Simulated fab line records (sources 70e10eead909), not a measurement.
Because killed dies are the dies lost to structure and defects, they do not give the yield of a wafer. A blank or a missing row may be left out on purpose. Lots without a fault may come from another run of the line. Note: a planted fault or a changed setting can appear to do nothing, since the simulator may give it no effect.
Chamber matching | flow nandHarc | NHARC_P_M1_CMP_23 on cmp-03 has 4 sister chambers
The step polishes, t overpolish 20 s, target thk 157.82 nm. 14 wafers are shown with their chamber, then 7 later ones without.

## WAFERS, EACH WITH ITS CHAMBER
wafer  | chamber | motorCurrentA (A) | timeToEndpointS (s)
L153.1 | 1       | 13.4              | 27.4
L153.2 | 2       | 13.2              | 31.6
L153.3 | 0       | 11.9              | 28.2
L154.2 | 0       | 12.3              | 25.8
L154.4 | 1       | 13.4              | 28.0
L154.6 | 3       | 10.2              | 20.8
L162.1 | 3       | 10.1              | 24.3
L162.5 | 2       | 13.1              | 28.8
L162.6 | 3       | 10.3              | 25.5
L171.1 | 3       | 9.5               | 23.6
L171.2 | 1       | 14.0              | 30.6
L171.4 | 2       | 12.4              | 29.6
L174.2 | 3       | 10.3              | 21.6
L174.4 | 2       | 12.8              | 27.0

SIGNATURES (averages over the wafers above)
reading         | chamber 0 | chamber 1 | chamber 2 | chamber 3 | scatter within a chamber
motorCurrentA   | 12.100    | 13.600    | 12.875    | 10.080    | 0.34
timeToEndpointS | 27.000    | 28.667    | 29.250    | 23.160    | 1.86
Rule: for a wafer and a chamber, the distance is found by dividing, reading by reading, the gap between the wafer's reading and the chamber's mean by the reading's scatter, squaring, summing and taking the root. The wafer belongs to the nearest chamber; if the next one is less than 2 further off, it can't be placed. The scatter: take each reading less its chamber's mean, square it, sum over the shown wafers, divide by the number of wafers less the number of chambers, and take the root.

## WAFERS WITH NO CHAMBER GIVEN
wafer  | motorCurrentA (A) | timeToEndpointS (s)
L174.5 | 12.6              | 27.7
L175.4 | 10.3              | 26.6
L175.5 | 11.8              | 32.3
L175.6 | 13.2              | 29.9
L176.2 | 11.8              | 27.2
L176.3 | 10.3              | 23.6
L176.4 | 13.6              | 30.1

## WHICH CHAMBER EACH WENT THROUGH
wafer  | from the rows above          | in truth
L174.5 | can't be placed: 2 or 0 or 1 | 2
L175.4 | 3                            | 3
L175.5 | can't be placed: 0 or 2      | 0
L175.6 | can't be placed: 2 or 1      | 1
L176.2 | 0                            | 0
L176.3 | 3                            | 3
L176.4 | can't be placed: 1 or 2      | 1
Correct placement for 3 of the 7. Can't be placed from these rows: 4 (the true chamber is among the candidates in 4). 0 placed wrongly.
